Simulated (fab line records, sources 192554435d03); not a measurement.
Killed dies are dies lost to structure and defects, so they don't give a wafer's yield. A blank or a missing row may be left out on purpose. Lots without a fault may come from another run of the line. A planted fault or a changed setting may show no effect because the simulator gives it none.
fab line records | flow n5_finfet
record lots=11 wafers=31 last_day=17
route steps=1938 shown BEOL_M3@983 BEOL_M4@1111 PASSIVATION@1936
lots that met no fault: from a run of the same line without faults
start_h: hours from the record's first day to the start of the lot's first wafer shown | wait_h: hours since the lot's step before | " the same as in the row above | L1.1+2: a row that stands for several wafers | - no value, or no start given | * or withheld: withheld | < > ~ a bound
route shown NAME@n: a module of which the file shows steps, and the number in the route of the first | usual: mean/standard deviation of fault-free wafers | same: alike in all rows | chamber/n: place in a boat | sites: the reading at each site | _std_site: their standard deviation | _edge_site: outer sites' mean less inner sites' | radius_mm: how far each site lies from the wafer's centre | mask NAME#n: copy n | behind: the tool/chamber that last shaped the wafer | hold: why the lot was held/for how many hours/how that ended | device: the transistor (n, p or np) that didn't switch | end of line: the same wafers' tests at the end of the route | a step without rows: its recipe alone | killed: dies lost to structure and defects at the first sort, not the wafer's yield | map: a wafer's dies, x killed, . not, _ none there
set.NAME: the setting as run; set.NAME@STEP: as run at that earlier step | model.NAME: the simulator's own value behind a step, which no gauge read
steps of the route over a sample of lots; a table a step, a row a wafer
services: from which hour (start_h, from the record's first day; less than 0 if before it) a tool's chamber was out of use, for how many hours, and why
## steps
# step N5_BEOL_M3_OCD_MEAS_38
# usual trench_depth_nm=55.1/1.2
# columns lot.wafer tool chamber start_h wait_h trench_depth_nm
L548.1 ocd-02 - 172.58 - 53.4
L548.6 " - " " 53.3
L549.2 ocd-02 - 173.60 - 56.4
L549.5 " - " " 56.2
L549.6 " - " " 54.9
L550.1 ocd-01 - 182.18 - 54.3
L550.6 " - " " 54.7
L553.3 ocd-01 - 197.42 - 53.0
L553.4 " - " " 56.8
L553.5 " - " " 57.8
L556.2 ocd-01 - 215.88 - 54.5
L556.3 " - " " 57.6
L556.4 " - " " 53.2
L562.1 ocd-01 - 252.93 - 55.5
L562.4 " - " " 54.3
L562.6 " - " " 54.9
L564.1 ocd-02 - 265.73 - 54.6
L564.3 " - " " 55.9
L564.6 " - " " 54.2
L565.1 ocd-02 - 273.10 - 55.8
L565.4 " - " " 54.4
L565.6 " - " " 55.6
L567.1 ocd-02 - 278.26 - 54.3
L567.2 " - " " 53.7
L567.5 " - " " 56.5
L566.3 ocd-01 - 281.47 - 56.4
L566.4 " - " " 53.4
L566.5 " - " " 56.7
L568.1 ocd-01 - 288.25 - 57.1
L568.2 " - " " 53.7
L568.5 " - " " 57.4
# step N5_BEOL_M3_ALD_84
# recipe material=TaN target_thk_a=* temp_c=275 ald_precursor_family=PDMAT ald_co_reactant=NH3 pressure_torr=3 carrier_flow_sccm=1500 pulse_time_s=2 purge_time_s=3 co_reactant_purge_time_s=2 co_reactant_pulse_time_s=3 ald_cycles=30 precursor_vessel_temp_c=75 precursor_vessel_pressure_torr=26.25 precursor_vessel_carrier_sccm=1000
# usual ald_cycles=30/0 heater_power_w=431/40 precursor_vessel_pressure_torr=26.25/0.055
# columns lot.wafer tool chamber start_h wait_h ald_cycles heater_power_w precursor_vessel_pressure_torr
L548.1 ald_metal-01 2 172.88 0.0 30 410 26.20
L548.6 " 3 " " 30 397 26.25
L549.2 ald_metal-04 3 173.94 0.0 30 456 26.28
L549.5 " 0 " " 30 397 26.27
L549.6 " 3 " " 30 457 26.26
L550.1 ald_metal-01 2 182.51 0.1 30 405 26.27
L550.6 " 0 " " 30 508 26.32
L553.3 ald_metal-01 1 197.89 0.0 30 465 26.28
L553.4 " 0 " " 30 509 26.17
L553.5 " 2 " " 30 418 26.29
L556.2 ald_metal-04 1 216.48 0.2 30 442 26.17
L556.3 " 0 " " 30 397 26.22
L556.4 " 2 " " 30 417 26.19
L562.1 ald_metal-01 2 253.24 0.1 29 409 26.28
L562.4 " 0 " " 29 515 26.32
L562.6 " 0 " " 30 507 26.25
L564.1 ald_metal-01 3 266.34 0.0 29 398 26.18
L564.3 " 1 " " 30 441 26.24
L564.6 " 0 " " 30 522 26.34
L565.1 ald_metal-02 3 273.95 0.1 30 366 26.33
L565.4 " 0 " " 30 455 26.11
L565.6 " 3 " " 30 374 26.25
L567.1 ald_metal-04 3 278.62 0.0 30 454 26.20
L567.2 " 2 " " 30 428 26.27
L567.5 " 1 " " 30 461 26.16
L566.3 ald_metal-04 3 282.36 0.1 30 449 26.32
L566.4 " 0 " " 30 399 26.19
L566.5 " 3 " " 30 449 26.23
L568.1 ald_metal-04 1 288.58 0.0 30 448 26.23
L568.2 " 2 " " 30 404 26.31
L568.5 " 3 " " 30 453 26.13
# step N5_BEOL_M3_SPUTTER_79
# recipe material=Cu target_thk_a=45 temp_c=-20 chamber_pressure_pa=0.07 power_w=withheld time_s=8.29
# usual chuck_gas_flow_sccm=1.27/0.055 throttle_valve_pct=29.6/1.2
# columns lot.wafer tool chamber start_h wait_h chuck_gas_flow_sccm throttle_valve_pct
L548.1 pvd_sputter-03 - 173.54 0.1 1.23 28.6
L548.6 " - " " 1.32 30.7
L549.2 pvd_sputter-02 - 174.82 0.1 1.31 30.8
L549.5 " - " " 1.20 28.5
L549.6 " - " " 1.27 30.2
L550.1 pvd_sputter-03 - 183.44 0.1 1.40 29.7
L550.6 " - " " 1.35 30.9
L553.3 pvd_sputter-01 - 198.69 0.1 1.33 29.3
L553.4 " - " " 1.31 27.8
L553.5 " - " " 1.27 31.2
L556.2 pvd_sputter-02 - 218.91 0.1 1.25 28.8
L556.3 " - " " 1.28 29.0
L556.4 " - " " 1.28 29.8
L562.1 pvd_sputter-01 - 254.07 0.1 1.29 30.5
L562.4 " - " " 1.28 31.0
L562.6 " - " " 1.16 27.6
L564.1 pvd_sputter-01 - 267.08 0.1 1.29 31.2
L564.3 " - " " 1.23 30.9
L564.6 " - " " 1.24 27.6
L565.1 pvd_sputter-03 - 274.90 0.1 1.25 28.6
L565.4 " - " " 1.19 30.1
L565.6 " - " " 1.36 28.5
L567.1 pvd_sputter-01 - 279.52 0.1 1.27 31.3
L567.2 " - " " 1.35 27.6
L567.5 " - " " 1.29 29.4
L566.3 pvd_sputter-01 - 283.14 0.1 1.42 29.2
L566.4 " - " " 1.24 30.8
L566.5 " - " " 1.26 30.7
L568.1 pvd_sputter-01 - 289.44 0.1 1.28 31.2
L568.2 " - " " 1.32 30.8
L568.5 " - " " 1.22 31.1
# step N5_BEOL_M3_ANNEAL_82
# recipe temp_c=400 time_s=240 ambient=vacuum
# usual heater_power_w=927/65
# columns lot.wafer tool chamber start_h wait_h heater_power_w
L548.1 pvd_sputter-03 - 173.84 0.0 919
L548.6 " - " " 866
L549.2 pvd_sputter-02 - 175.12 0.0 862
L549.5 " - " " 886
L549.6 " - " " 845
L550.1 pvd_sputter-03 - 183.74 0.0 1002
L550.6 " - " " 891
L553.3 pvd_sputter-01 - 198.99 0.0 1034
L553.4 " - " " 925
L553.5 " - " " 900
L556.2 pvd_sputter-02 - 219.21 0.0 889
L556.3 " - " " 851
L556.4 " - " " 841
L562.1 pvd_sputter-01 - 254.37 0.0 1007
L562.4 " - " " 892
L562.6 " - " " 937
L564.1 pvd_sputter-01 - 267.38 0.0 872
L564.3 " - " " 979
L564.6 " - " " 927
L565.1 pvd_sputter-03 - 275.20 0.0 930
L565.4 " - " " 821
L565.6 " - " " 917
L567.1 pvd_sputter-01 - 279.82 0.0 880
L567.2 " - " " 947
L567.5 " - " " 1024
L566.3 pvd_sputter-01 - 283.44 0.0 1015
L566.4 " - " " 1025
L566.5 " - " " 990
L568.1 pvd_sputter-01 - 289.74 0.0 875
L568.2 " - " " 1001
L568.5 " - " " 867
# step N5_BEOL_M4_RC_MEAS_101
# usual DIBL_N=35.3/2.5 DIBL_P=35/3.3 IOFF_N=0.15/0.049 IOFF_P=0.20/0.056 ION_N=673/16 ION_P=462/10 SS_N=71.2/0.85 SS_P=73.0/0.97 VT_N=252/4.9 VT_P=-251/5
# columns lot.wafer tool chamber start_h wait_h DIBL_N[mV/V] DIBL_P[mV/V] IOFF_N[nA/um] IOFF_P[nA/um] ION_N[uA/um] ION_P[uA/um] SS_N[mV/dec] SS_P[mV/dec] VT_N[mV] VT_P[mV]
L548.1 prober-02 0 186.07 0.0 37.3 39 0.19 0.21 691 466 72.6 73.9 248 -251
L548.6 " 0 " " 37.2 38 0.18 0.20 680 457 72.3 73.5 251 -256
L549.2 prober-02 0 195.20 0.2 40.5 41 0.25 0.29 710 483 72.2 74.0 244 -246
L549.5 " 0 " " 36.0 35 0.13 0.17 677 464 70.9 73.0 252 -254
L549.6 " 0 " " 39.7 40 0.21 0.25 681 463 72.3 73.7 248 -248
L550.1 prober-01 0 197.92 0.0 38.6 41 0.24 0.30 708 481 72.3 75.0 242 -244
L550.6 " 0 " " 39.0 41 0.24 0.32 709 490 73.0 75.2 245 -243
L553.3 prober-01 0 219.50 0.3 33.9 34 0.13 0.19 668 462 70.8 72.4 252 -251
L553.4 " 0 " " 39.9 41 0.23 0.32 698 479 72.1 74.7 244 -244
L553.5 " 0 " " 42.3 44 0.33 0.39 712 481 73.3 75.4 240 -241
L556.2 prober-01 0 237.24 0.2 37.3 39 0.18 0.25 673 466 71.5 73.4 248 -247
L556.3 " 0 " " 33.5 33 0.12 0.18 675 464 70.2 72.0 253 -251
L556.4 " 0 " " 33.3 32 0.11 0.16 660 465 70.5 72.0 255 -251
L562.1 prober-01 0 267.93 0.0 35.7 35 0.14 0.22 679 467 71.4 73.6 252 -247
L562.4 " 0 " " 35.8 37 0.15 0.27 676 478 71.1 73.7 251 -243
L562.6 " 0 " " 35.6 35 0.16 0.23 697 488 71.5 73.8 247 -243
L564.1 prober-01 0 287.75 0.4 32.1 33 0.11 0.16 663 462 70.3 71.7 254 -254
L564.3 " 0 " " 35.1 36 0.14 0.20 672 464 71.3 72.8 252 -252
L564.6 " 0 " " 31.2 32 0.11 0.15 668 460 70.5 71.4 255 -253
L567.1 prober-02 0 292.19 0.0 33.8 33 0.11 0.15 667 458 70.2 71.5 254 -256
L567.2 " 0 " " 34.3 34 0.11 0.15 678 467 70.8 71.8 258 -253
L567.5 " 0 " " 33.3 32 0.11 0.14 684 468 69.6 71.5 256 -257
L565.1 prober-01 0 292.35 0.0 34.7 35 0.12 0.18 676 471 70.4 72.4 255 -254
L565.4 " 0 " " 35.7 36 0.15 0.20 675 468 71.0 72.7 252 -253
L565.6 " 0 " " 31.3 31 0.09 0.13 652 453 69.6 72.6 257 -257
L566.3 prober-01 0 297.24 0.3 32.7 32 0.11 0.16 684 473 70.2 73.0 255 -254
L566.4 " 0 " " 33.0 33 0.11 0.18 658 462 70.7 73.1 253 -250
L566.5 " 0 " " 33.1 32 0.10 0.16 666 462 70.4 72.7 260 -253
L568.1 prober-02 0 312.37 0.0 31.1 28 0.07 0.10 644 447 69.2 71.7 262 -261
L568.2 " 0 " " 34.4 30 0.10 0.12 640 434 70.3 71.8 260 -260
L568.5 " 0 " " 34.5 32 0.11 0.13 672 461 70.5 72.5 254 -258
# step N5_PASSIVATION_PROBE_49
# usual defect_limited_yield=91.3/1.4 killed_at_M0_to_M3=33/9.9 killed_at_M4_up=15/5.6 killed_at_contacts=13/5.7 killed_at_front_end=38/12 killed_at_other=4/3.1 killed_dies=103/17 killed_open=66/13 killed_short=32/7.8 sort_bin_4_leakage=0.02/0.16 sort_bin_5_function=5.1/0.95 sort_bin_6_memory=3.2/0.68 sort_bin_8_speed=0.02/0.22 sort_n_pass=1077/17 sort_yield_pct=91.3/1.5
# same gross_dies=1180 killed_at_back_side=0
# columns lot.wafer tool chamber start_h wait_h defect_limited_yield[%] killed_at_M0_to_M3 killed_at_M4_up killed_at_contacts killed_at_front_end killed_at_other killed_dies killed_open killed_short sort_bin_4_leakage[%] sort_bin_5_function[%] sort_bin_6_memory[%] sort_bin_8_speed[%] sort_n_pass sort_yield_pct[%]
L564.1 prober-01 - 389.04 0.0 89.2 41 30 13 37 7 128 89 31 0 6.5 3.6 0 1052 89.2
L564.3 prober-01 - 389.14 0.1 90.8 36 10 13 29 21 109 60 37 0 6.2 2.7 0 1071 90.8
L564.6 prober-01 - 389.29 0.3 91.2 34 19 7 31 13 104 58 34 0 5.8 2.7 0 1076 91.2
L565.6 prober-01 - 396.95 0.3 92.2 23 13 12 36 8 92 59 29 0 4.2 3.2 0 1088 92.2
# killed by level:class
L564.1 BEOL_M4:geometric_particle:open=20 MOL_CONTACT_COAG:geometric_particle:open=12 STI_FIN_REVEAL:geometric_particle:open=11 BEOL_M0_SAQP:geometric_particle:short=9 BEOL_M0_SAQP:geometric_particle:open=8 BEOL_M3:geometric_particle:open=8 HKMG_FIN:area_etch=5 FIN_SAQP:geometric_particle:open=4
L564.3 BEOL_M0_SAQP:geometric_particle:short=11 PASSIVATION:area_etch=10 MOL_CONTACT_COAG:geometric_particle:open=9 BEOL_M0_SAQP:geometric_particle:open=9 STI_FIN_REVEAL:geometric_particle:open=6 BEOL_M4:geometric_particle:open=6 PASS1_CAP:geometric_particle:short=5 BEOL_M1:geometric_particle:open=4
L564.6 BEOL_M4:geometric_particle:open=12 PASSIVATION:area_etch=9 BEOL_M0_SAQP:geometric_particle:open=8 FIN_SAQP:geometric_particle:open=6 BEOL_M3:geometric_particle:open=6 MOL_CONTACT_COAG:geometric_particle:open=5 STI_FIN_REVEAL:geometric_particle:open=4 BEOL_M0_SAQP:geometric_particle:short=4
L565.6 FIN_SAQP:geometric_particle:open=11 MOL_CONTACT_COAG:geometric_particle:open=9 STI_FIN_REVEAL:geometric_particle:open=5 BEOL_M0_SAQP:geometric_particle:short=5 BEOL_M4:geometric_particle:open=5 FIN_SAQP:geometric_particle:short=4 BEOL_M0_SAQP:geometric_particle:open=4 PAD_METAL:geometric_particle:open=4
## services
# columns tool chamber start_h hours kind
pvd_sputter-02 - 157.03 4.8 repair
ald_metal-04 1 173.83 34.1 repair
pvd_sputter-03 - 216.20 4.0 repair
ald_metal-04 0 220.83 5.3 repair
ald_metal-02 1 222.16 4.1 repair
ald_metal-01 0 222.67 8.0 repair
ald_metal-01 - 228.84 14.6 pm
ald_metal-04 - 242.30 14.6 pm
ald_metal-02 3 251.42 - calibration
## key
first_sign step=N5_BEOL_M3_ALD_84 reading=ald_cycles direction=down sigmas=99+ usual=* struck=*
effect none on later readings
met_at N5_BEOL_M3_ALD_84
struck_lots L562,L564
struck_wafers L562.1,L562.4,L564.1
baseline_loss step=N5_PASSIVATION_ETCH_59 wafers=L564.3
not_acting_at N5_BEOL_M3_OCD_MEAS_38,N5_BEOL_M3_SPUTTER_79,N5_BEOL_M3_ANNEAL_82
onset_between 197.89 253.24
fault kind=process_parameter_drift tool=ald_metal-01 chamber=- onset_h=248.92 steps=N5_BEOL_M3_ALD_84 channel=ald_cycles offset=* shape=step end_h=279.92 scope=struck_wafers_only acts_in=* stated=*
# baseline_loss: these wafers lose ten dies or more at that step, a loss of the line's own and not of a fault; the sort's usual values leave them out
